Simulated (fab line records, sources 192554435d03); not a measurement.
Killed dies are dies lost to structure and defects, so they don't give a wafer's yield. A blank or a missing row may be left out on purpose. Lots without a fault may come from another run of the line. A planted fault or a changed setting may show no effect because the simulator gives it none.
Split-lot experiment | flow n5_finfet | 7 lots, 21 wafers read, on a route of 1938 steps

THE SPLIT
At N5_BEOL_M7_EXPOSE_25 (exposes mask V6, target cd 40 nm), the setting dose_mj was moved away from the recipe's 42.5 on 5 of the 21 wafers read, by -4.1% to +6.3%. The other wafers ran this setting at the recipe's value.

FROM THE SPLIT TO THE READING: what the file shows between them, 2 steps
- N5_BEOL_M7_PEB_26: peb time 60 s
- N5_BEOL_M7_DEVELOP_27: develop time 30 s

THE READING
cd_nm, in nm, at N5_BEOL_M7_CD_MEAS_28 (target cd 40 nm). Fault-free wafers of this fab line usually give 40.04 nm, standard deviation 0.24 nm.

wafer  | tool, chamber at the split | dose_mj as run | against the recipe | cd_nm, nm | against lot-mates on the recipe
L074.2 | euv_scanner-01, 0          | 42.5           | recipe             | 40.33     | -
L074.3 | euv_scanner-01, 0          | 42.5           | recipe             | 40.11     | -
L074.4 | euv_scanner-01, 0          | 42.5           | recipe             | 40.56     | -
L076.1 | euv_scanner-01, 0          | 42.5           | recipe             | 40.14     | -
L076.2 | euv_scanner-01, 0          | 40.74          | -4.1%              | 39.10     | -0.90
L076.5 | euv_scanner-01, 0          | 42.5           | recipe             | 39.85     | -
L084.3 | euv_scanner-01, 0          | 45.17          | +6.3%              | 40.93     | +0.82
L084.5 | euv_scanner-01, 0          | 42.5           | recipe             | 40.11     | -
L084.6 | euv_scanner-01, 0          | 45.17          | +6.3%              | 40.93     | +0.82
L085.1 | euv_scanner-01, 0          | 42.5           | recipe             | 40.14     | -
L085.5 | euv_scanner-01, 0          | 42.5           | recipe             | 40.28     | -
L085.6 | euv_scanner-01, 0          | 42.5           | recipe             | 40.15     | -
L093.2 | euv_scanner-02, 0          | 41.7           | -1.9%              | 39.28     | -0.46
L093.3 | euv_scanner-02, 0          | 42.5           | recipe             | 39.74     | -
L093.4 | euv_scanner-02, 0          | 41.7           | -1.9%              | 39.17     | -0.57
L092.1 | euv_scanner-02, 0          | 42.5           | recipe             | 39.64     | -
L092.2 | euv_scanner-02, 0          | 42.5           | recipe             | 40.04     | -
L092.3 | euv_scanner-02, 0          | 42.5           | recipe             | 39.92     | -
L091.1 | euv_scanner-02, 0          | 42.5           | recipe             | 40.48     | -
L091.5 | euv_scanner-02, 0          | 42.5           | recipe             | 40.42     | -
L091.6 | euv_scanner-02, 0          | 42.5           | recipe             | 40.36     | -

THE FIT
A straight line over all 21 wafers: cd_nm changes by +0.176 nm for each +1% of dose_mj; r = +0.80; the points scatter about the line by 0.31 nm.
The same after taking each lot's own level away (the mean of its wafers on the recipe; 21 wafers): +0.157 nm for each +1%; r = +0.93; scatter 0.15 nm.
On that fit, the largest move of dose_mj shifts the reading by 0.98 nm.
The lots' own levels span 39.740 to 40.420 nm, that is 2.8 times the standard deviation above.
So the lot-to-lot level blurs the effect unless lot-mates are compared.
Check: with one of the wafers moved furthest among these (+6.3%) left out of the fit, the line predicts +1.02 nm for it against its lot-mates. It came out at +0.82 nm against them.

THE WHOLE CHAIN: every reading that the file lists as answering this split, in the file's order
step                  | what it does                                                | reading                                                        | change (the file's fit)               | r (the file's)
N5_BEOL_M7_CD_MEAS_28 | target cd 40 nm                                             | cd_nm                                                          | +0.164 nm for each +1% of the setting | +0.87
N5_BEOL_M7_DESCUM_33  | chemistry O2, time 7 s                                      | BEOL_M7.cd_nm (the simulator's own value, which no gauge read) | +0.224 nm for each +1% of the setting | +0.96
N5_BEOL_M7_ETCH_72    | etches underlayer in N2/H2, target depth 6.5 nm, time 5.2 s | BEOL_M7.cd_nm (the simulator's own value, which no gauge read) | +0.204 nm for each +1% of the setting | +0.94
N5_BEOL_M7_ETCH_65    | etches SiARC in CF4, target depth 15.6 nm, time 26 s        | BEOL_M7.cd_nm (the simulator's own value, which no gauge read) | +0.192 nm for each +1% of the setting | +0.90

THE FILE'S OWN FIT
cd_nm changes by +0.164 nm for each +1% of dose_mj, r = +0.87.
